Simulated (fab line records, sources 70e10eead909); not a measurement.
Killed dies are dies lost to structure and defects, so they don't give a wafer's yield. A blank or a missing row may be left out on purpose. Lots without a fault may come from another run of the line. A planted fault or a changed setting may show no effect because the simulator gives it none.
Chamber matching | flow nand_harc | NHARC_P_M1_CMP_23 on cmp-04: 4 sister chambers
The step polishes, t overpolish 20 s, target thk 157.82 nm. 8 wafers are shown with their chamber, then 9 later ones without.

WAFERS WITH THEIR CHAMBER
wafer  | chamber | motor_current_A (A) | time_to_endpoint_s (s)
L081.6 | 3       | 11.0                | 27.5
L084.6 | 1       | 11.9                | 34.5
L087.1 | 0       | 10.2                | 26.6
L087.2 | 2       | 12.7                | 33.1
L087.3 | 1       | 11.6                | 33.6
L092.1 | 0       | 9.8                 | 23.1
L092.3 | 2       | 12.6                | 32.8
L092.4 | 3       | 11.0                | 26.5

WAFERS WITHOUT THEIR CHAMBER
wafer  | motor_current_A (A) | time_to_endpoint_s (s)
L094.1 | 11.7                | 31.9
L094.3 | 9.6                 | 22.4
L094.6 | 11.0                | 26.1
L095.3 | 12.0                | 28.4
L095.5 | 11.6                | 30.3
L095.6 | 12.3                | 29.6
L096.1 | 11.6                | 27.3
L096.2 | 10.5                | 20.3
L096.3 | 13.0                | 25.8

WHICH CHAMBER EACH WENT THROUGH
wafer  | from the rows above          | in truth
L094.1 | 1                            | 1
L094.3 | 0                            | 0
L094.6 | 3                            | 3
L095.3 | can't be placed: 1 or 2 or 3 | 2
L095.5 | can't be placed: 1 or 3      | 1
L095.6 | can't be placed: 2 or 1      | 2
L096.1 | can't be placed: 3 or 1      | 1
L096.2 | can't be placed: 0 or 3      | 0
L096.3 | 2                            | 2
Placed correctly: 4 of 9. Can't be placed from these rows: 5 (the true chamber is among the candidates in 5). Placed wrongly: 0.
How it was worked out, from the rows above alone: a wafer's distance from a chamber is the root of the sum, over the readings, of the square of ((its reading less the chamber's mean) divided by the reading's scatter). The wafer belongs to the nearest chamber; if the next one is less than 2 further off, it can't be placed. A chamber's mean is the mean of its shown wafers. The scatter: the root of (the sum of the squares of (reading less its chamber's mean) over the shown wafers, divided by (wafers less chambers)).
